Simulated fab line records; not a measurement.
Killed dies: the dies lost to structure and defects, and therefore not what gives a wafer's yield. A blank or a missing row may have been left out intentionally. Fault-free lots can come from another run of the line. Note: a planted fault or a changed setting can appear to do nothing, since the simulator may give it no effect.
Split-lot experiment + flow n5Finfet + on a route of 1938 steps: 7 lots, 39 wafers read

## ON THE SPLIT
At N5_DUMMY_GATE_ETCH_37 (etches SOC in N2/H2, target depth 60 nm, overetch 30 nm), the setting sourceW was moved away from the recipe's 840 W on 9 of the 39 wafers read, by -6.3% to +13.6%. All remaining wafers had this setting at the recipe value.

The reading is taken at the split's own step.

## THE READING
rfVppV, in V, at N5_DUMMY_GATE_ETCH_37 (etches SOC in N2/H2, target depth 60 nm, overetch 30 nm). On this fab line, fault-free wafers typically give 524.8 V with a standard deviation of 2.1 V.

| wafer  | tool, chamber at the split | sourceW as run, W | against the recipe | rfVppV, V | against lot-mates on the recipe |
|--------|----------------------------|-------------------|--------------------|-----------|---------------------------------|
| L075.1 | rieDiel-04, 0              | 840               | recipe             | 528.4     | -                               |
| L075.2 | rieDiel-04, 3              | 840               | recipe             | 524.9     | -                               |
| L075.3 | rieDiel-04, 1              | 840               | recipe             | 525.7     | -                               |
| L075.4 | rieDiel-04, 2              | 840               | recipe             | 524.6     | -                               |
| L075.5 | rieDiel-04, 0              | 840               | recipe             | 528.4     | -                               |
| L075.6 | rieDiel-04, 1              | 840               | recipe             | 525.0     | -                               |
| L077.1 | rieDiel-04, 3              | 840               | recipe             | 523.0     | -                               |
| L077.2 | rieDiel-04, 1              | 840               | recipe             | 523.8     | -                               |
| L077.3 | rieDiel-04, 2              | 840               | recipe             | 522.6     | -                               |
| L077.4 | rieDiel-04, 0              | 840               | recipe             | 527.6     | -                               |
| L077.5 | rieDiel-04, 3              | 840               | recipe             | 524.7     | -                               |
| L077.6 | rieDiel-04, 2              | 840               | recipe             | 524.2     | -                               |
| L078.1 | rieDiel-03, 0              | 840               | recipe             | 524.3     | -                               |
| L078.2 | rieDiel-03, 3              | 840               | recipe             | 525.0     | -                               |
| L078.3 | rieDiel-03, 2              | 840               | recipe             | 523.4     | -                               |
| L078.4 | rieDiel-03, 0              | 840               | recipe             | 521.6     | -                               |
| L078.5 | rieDiel-03, 3              | 840               | recipe             | 525.1     | -                               |
| L078.6 | rieDiel-03, 2              | 840               | recipe             | 522.8     | -                               |
| L087.1 | rieDiel-03, 1              | 954.5             | +13.6%             | 499.3     | -24.0                           |
| L087.2 | rieDiel-03, 3              | 840               | recipe             | 524.0     | -                               |
| L087.3 | rieDiel-03, 0              | 954.5             | +13.6%             | 503.0     | -20.3                           |
| L087.4 | rieDiel-03, 3              | 954.5             | +13.6%             | 502.1     | -21.2                           |
| L087.5 | rieDiel-03, 1              | 840               | recipe             | 522.1     | -                               |
| L087.6 | rieDiel-03, 0              | 840               | recipe             | 523.9     | -                               |
| L093.1 | rieDiel-04, 2              | 786.9             | -6.3%              | 534.6     | +10.1                           |
| L093.2 | rieDiel-04, 0              | 840               | recipe             | 527.5     | -                               |
| L093.3 | rieDiel-04, 1              | 840               | recipe             | 521.9     | -                               |
| L093.4 | rieDiel-04, 3              | 840               | recipe             | 524.1     | -                               |
| L093.5 | rieDiel-04, 2              | 786.9             | -6.3%              | 534.6     | +10.1                           |
| L093.6 | rieDiel-04, 1              | 786.9             | -6.3%              | 536.1     | +11.6                           |
| L095.1 | rieDiel-04, 2              | 792.5             | -5.7%              | 533.2     | +8.1                            |
| L095.2 | rieDiel-04, 1              | 840               | recipe             | 524.4     | -                               |
| L095.3 | rieDiel-04, 0              | 840               | recipe             | 528.5     | -                               |
| L095.4 | rieDiel-04, 3              | 840               | recipe             | 522.4     | -                               |
| L095.5 | rieDiel-04, 2              | 792.5             | -5.7%              | 532.1     | +7.0                            |
| L095.6 | rieDiel-04, 1              | 792.5             | -5.7%              | 533.1     | +8.0                            |
| L097.1 | rieDiel-05, 0              | 840               | recipe             | 525.4     | -                               |
| L097.4 | rieDiel-05, 2              | 840               | recipe             | 526.2     | -                               |
| L097.5 | rieDiel-05, 1              | 840               | recipe             | 525.4     | -                               |

THE FIT
A straight line over all 39 wafers: rfVppV changes by -1.66 V for each +1% of sourceW; r = -0.97; the points scatter about the line by 1.8 V.
The same after taking each lot's own level away (the mean of its wafers on the recipe; 39 wafers): -1.58 V for each +1%; r = -0.98; scatter 1.6 V.
On that fit, the largest move of sourceW shifts the reading by 22 V.
Measured against the standard deviation above, the lots' own levels, which go from 523.33 to 526.17 V, span 1.3 times it.
The two slopes agree, so the slope changes little with the lot-to-lot level.
Check: -20.8 V against its lot-mates is what the line predicts for one of the wafers moved furthest among these (+13.6%) when that wafer is left out of the fit. It came out at -24 V against them.
Tool readings at the split's step, against how far the setting was moved: rfVppV r = -0.97.

## THE OTHER SPLITS THESE WAFERS WENT THROUGH
Other splits were also applied to these wafers ahead of the reading. Each is held against what the fit with the lots' levels taken away leaves over:
| other split on the same wafers | wafers away from the commonest value | r with rfVppV (lot level and that fit taken away) |
|--------------------------------|--------------------------------------|---------------------------------------------------|
| N5_FIN_CUT_CUT_ETCH_26 sourceW | 18                                   | +0.00                                             |

## FILE'S OWN FIT
rfVppV changes by -1.59 V for each +1% of sourceW, r = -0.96.
